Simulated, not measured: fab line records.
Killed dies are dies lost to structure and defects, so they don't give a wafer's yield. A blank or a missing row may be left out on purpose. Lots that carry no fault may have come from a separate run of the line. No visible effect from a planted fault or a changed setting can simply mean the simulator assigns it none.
Split-lot trial ; flow n5 finfet ; 21 wafers read from 7 lots, route of 1938 steps

== THE SPLIT ==
At N5_BEOL_M10_DEP_56 (deposits SiCN from 3MS/NH3, target thk 15 nm, time 26.5 s), the setting time s was moved away from the recipe's 26.5 s on 8 of the 21 wafers read, by -4.3% to +11.8%. The other wafers ran this setting at the recipe's value.

The reading comes from the split's own step.

== THE READING ==
SiCN_of_BEOL_M10_DEP_56.thk nm (the simulator's own value, which no gauge read), in nm, at N5_BEOL_M10_DEP_56 (deposits SiCN from 3MS/NH3, target thk 15 nm, time 26.5 s). No usual value for it is given in the file. Average 14.8 nm, standard deviation 0.19 nm, over the 13 wafers here run with the recipe.

wafer;tool, chamber at the split;time s as run, s;against the recipe;SiCN_of_BEOL_M10_DEP_56.thk nm, nm;against lot-mates on the recipe
L075.1;pecvd-04, 1;26.5;recipe;14.6;-
L075.3;pecvd-04, 0;29.62;+11.8%;16.2;+1.4
L075.6;pecvd-04, 1;26.5;recipe;15;-
L077.3;pecvd-04, 0;25.39;-4.2%;13.8;-0.8
L077.4;pecvd-04, 0;26.5;recipe;14.6;-
L077.6;pecvd-04, 2;25.39;-4.2%;14.4;-0.2
L082.4;pecvd-02, 0;25.37;-4.3%;14.6;-0.4
L082.5;pecvd-02, 2;25.37;-4.3%;14.2;-0.8
L082.6;pecvd-02, 1;26.5;recipe;15;-
L089.2;pecvd-02, 1;26.5;recipe;14.6;-
L089.4;pecvd-02, 0,1;26.5;recipe;15;-
L089.6;pecvd-02, 0,1;26.5;recipe;15;-
L092.2;pecvd-04, 1;27.57;+4.0%;15.2;+0.4
L092.3;pecvd-04, 2;26.5;recipe;14.6;-
L092.4;pecvd-04, 2;26.5;recipe;15;-
L096.2;pecvd-04, 1;26.5;recipe;14.8;-
L096.5;pecvd-04, 2;28.27;+6.7%;15.6;+0.8
L096.6;pecvd-04, 0;28.27;+6.7%;15.8;+1.0
L097.2;pecvd-04, 1,0;26.5;recipe;14.8;-
L097.3;pecvd-04, 1,0;26.5;recipe;14.8;-
L097.6;pecvd-04, 0;26.5;recipe;15.2;-
Where a row lists several chambers, the file gives one row for several wafers and doesn't say which wafer went through which chamber.

THE FIT
A straight line over all 21 wafers: SiCN_of_BEOL_M10_DEP_56.thk nm changes by +0.124 nm for each +1% of time s; r = +0.92; the points scatter about the line by 0.22 nm.
The same after taking each lot's own level away (the mean of its wafers on the recipe; 21 wafers): +0.125 nm for each +1%; r = +0.94; scatter 0.19 nm.
That fit puts the effect of the largest move of time s on the reading at 1.5 nm.
The lots' own levels span 14.60 to 15.00 nm, that is 2.1 times the standard deviation above.
Consequently the slope shifts little with the lot-to-lot level, the two slopes agreeing.
Check: with one of the wafers moved furthest among these (+11.8%) left out of the fit, the line predicts +1.52 nm for it against its lot-mates. Against them it came out at +1.4 nm.

== THE OTHER SPLITS THESE WAFERS WENT THROUGH ==
Before the reading, these wafers also passed through other splits. Each is held against what the fit with the lots' levels taken away leaves over:
other split on the same wafers;wafers away from the commonest value;r with SiCN_of_BEOL_M10_DEP_56.thk nm (lot level and that fit taken away)
N5_BEOL_M8_ETCH_72 h2 flow sccm;6;+0.10
N5_BEOL_M9_DESCUM_16 time s;8;+0.10

== FILE'S OWN FIT ==
SiCN_of_BEOL_M10_DEP_56.thk nm changes by +0.122 nm for each +1% of time s, r = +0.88.
